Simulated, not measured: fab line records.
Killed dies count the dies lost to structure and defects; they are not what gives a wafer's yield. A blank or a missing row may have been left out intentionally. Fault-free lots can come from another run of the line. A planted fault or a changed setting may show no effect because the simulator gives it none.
Lot-split experiment + flow n5Finfet + route with 1938 steps; 7 lots, 39 wafers read

== ON THE SPLIT ==
At N5_HKMG_FIN_CVD_62 (deposits a-Si from Si2H6, target thk 3 nm, time 20.8 s), the setting targetThkA was moved away from the recipe's 30 angstrom on 15 of the 39 wafers read, by -28.9% to +39.8%. All remaining wafers had this setting at the recipe value.

Reading taken at the split's own step.

== THE READING ==
a-Si_of_HKMG_FIN_CVD_62.thkNm (the simulator's own value, which no gauge read), in nm, at N5_HKMG_FIN_CVD_62 (deposits a-Si from Si2H6, target thk 3 nm, time 20.8 s). No usual value for it is given in the file. Average 3.0 nm, standard deviation 0.11 nm, over the 24 wafers here run with the recipe.

| wafer  | tool, chamber at the split | targetThkA as run, angstrom | against the recipe | a-Si_of_HKMG_FIN_CVD_62.thkNm, nm | against lot-mates on the recipe |
|--------|----------------------------|-----------------------------|--------------------|-----------------------------------|---------------------------------|
| L079.1 | thermalCvdSi-02, 0         | 30                          | recipe             | 3                                 | -                               |
| L079.6 | thermalCvdSi-02, 0         | 30                          | recipe             | 3                                 | -                               |
| L079.2 | thermalCvdSi-02, 1,2,2     | 40.63                       | +35.4%             | 4.2                               | +1.1                            |
| L079.3 | thermalCvdSi-02, 1,2,2     | 40.63                       | +35.4%             | 4.2                               | +1.1                            |
| L079.5 | thermalCvdSi-02, 1,2,2     | 40.63                       | +35.4%             | 4.2                               | +1.1                            |
| L079.4 | thermalCvdSi-02, 1         | 30                          | recipe             | 3.2                               | -                               |
| L080.1 | thermalCvdSi-01, 0         | 30                          | recipe             | 2.8                               | -                               |
| L080.2 | thermalCvdSi-01, 1,2       | 30                          | recipe             | 3.2                               | -                               |
| L080.4 | thermalCvdSi-01, 1,2       | 30                          | recipe             | 3.2                               | -                               |
| L080.3 | thermalCvdSi-01, 2,1,0     | 30                          | recipe             | 3                                 | -                               |
| L080.5 | thermalCvdSi-01, 2,1,0     | 30                          | recipe             | 3                                 | -                               |
| L080.6 | thermalCvdSi-01, 2,1,0     | 30                          | recipe             | 3                                 | -                               |
| L083.1 | thermalCvdSi-02, 1,0       | 30                          | recipe             | 3                                 | -                               |
| L083.6 | thermalCvdSi-02, 1,0       | 30                          | recipe             | 3                                 | -                               |
| L083.2 | thermalCvdSi-02, 0,2,2     | 21.34                       | -28.9%             | 2                                 | -0.9                            |
| L083.3 | thermalCvdSi-02, 0,2,2     | 21.34                       | -28.9%             | 2                                 | -0.9                            |
| L083.4 | thermalCvdSi-02, 0,2,2     | 21.34                       | -28.9%             | 2                                 | -0.9                            |
| L083.5 | thermalCvdSi-02, 1         | 30                          | recipe             | 2.8                               | -                               |
| L084.1 | thermalCvdSi-01, 2,1,1     | 30                          | recipe             | 3                                 | -                               |
| L084.3 | thermalCvdSi-01, 2,1,1     | 30                          | recipe             | 3                                 | -                               |
| L084.4 | thermalCvdSi-01, 2,1,1     | 30                          | recipe             | 3                                 | -                               |
| L084.2 | thermalCvdSi-01, 0,2       | 35.56                       | +18.5%             | 3.6                               | +0.6                            |
| L084.6 | thermalCvdSi-01, 0,2       | 35.56                       | +18.5%             | 3.6                               | +0.6                            |
| L084.5 | thermalCvdSi-01, 0         | 35.56                       | +18.5%             | 3.4                               | +0.4                            |
| L089.1 | thermalCvdSi-02, 0,2       | 41.94                       | +39.8%             | 4                                 | +1.1                            |
| L089.4 | thermalCvdSi-02, 0,2       | 41.94                       | +39.8%             | 4                                 | +1.1                            |
| L089.2 | thermalCvdSi-02, 1         | 41.94                       | +39.8%             | 4.2                               | +1.3                            |
| L089.3 | thermalCvdSi-02, 2         | 30                          | recipe             | 2.8                               | -                               |
| L089.5 | thermalCvdSi-02, 0,1       | 30                          | recipe             | 3                                 | -                               |
| L089.6 | thermalCvdSi-02, 0,1       | 30                          | recipe             | 3                                 | -                               |
| L090.1 | thermalCvdSi-01, 1         | 36.88                       | +22.9%             | 3.8                               | +0.9                            |
| L090.2 | thermalCvdSi-01, 0,1       | 30                          | recipe             | 2.8                               | -                               |
| L090.5 | thermalCvdSi-01, 0,1       | 30                          | recipe             | 2.8                               | -                               |
| L090.3 | thermalCvdSi-01, 2         | 30                          | recipe             | 3                                 | -                               |
| L090.4 | thermalCvdSi-01, 0,2       | 36.88                       | +22.9%             | 3.6                               | +0.7                            |
| L090.6 | thermalCvdSi-01, 0,2       | 36.88                       | +22.9%             | 3.6                               | +0.7                            |
| L097.2 | thermalCvdSi-02, 2,0,2     | 30                          | recipe             | 3                                 | -                               |
| L097.3 | thermalCvdSi-02, 2,0,2     | 30                          | recipe             | 3                                 | -                               |
| L097.6 | thermalCvdSi-02, 2,0,2     | 30                          | recipe             | 3                                 | -                               |
Where a row lists several chambers, the file gives one row for several wafers and doesn't say which wafer went through which chamber.

THE FIT
A straight line over all 39 wafers: a-Si_of_HKMG_FIN_CVD_62.thkNm changes by +0.0312 nm for each +1% of targetThkA; r = +0.98; the points scatter about the line by 0.12 nm.
The same after taking each lot's own level away (the mean of its wafers on the recipe; 39 wafers): +0.031 nm for each +1%; r = +0.98; scatter 0.1 nm.
On that fit, the largest move of targetThkA shifts the reading by 1.2 nm.
The span of the lots' own levels, 2.87 to 3.07 nm, comes to 1.8 times the standard deviation stated above.
So the lot-to-lot level changes the slope little: the two slopes agree.
Check: +1.25 nm against its lot-mates is what the line predicts for one of the wafers moved furthest among these (+39.8%) when that wafer is left out of the fit. Against them it came out at +1.07 nm.

== THESE WAFERS: OTHER SPLITS ==
Note: prior to the reading, these wafers also went through further splits. Each is held against what the fit with the lots' levels taken away leaves over:
| other split on the same wafers                  | wafers away from the commonest value | r with a-Si_of_HKMG_FIN_CVD_62.thkNm (lot level and that fit taken away) |
|-------------------------------------------------|--------------------------------------|--------------------------------------------------------------------------|
| N5_PMOS_HMC_CHANNEL_EPI_DEVELOP_08 developTimeS | 15                                   | +0.13                                                                    |
| N5_SPACER0_ALD_00 aldCycles                     | 15                                   | +0.23                                                                    |

== THE FILE'S OWN FIT ==
a-Si_of_HKMG_FIN_CVD_62.thkNm changes by +0.0309 nm for each +1% of targetThkA, r = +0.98.
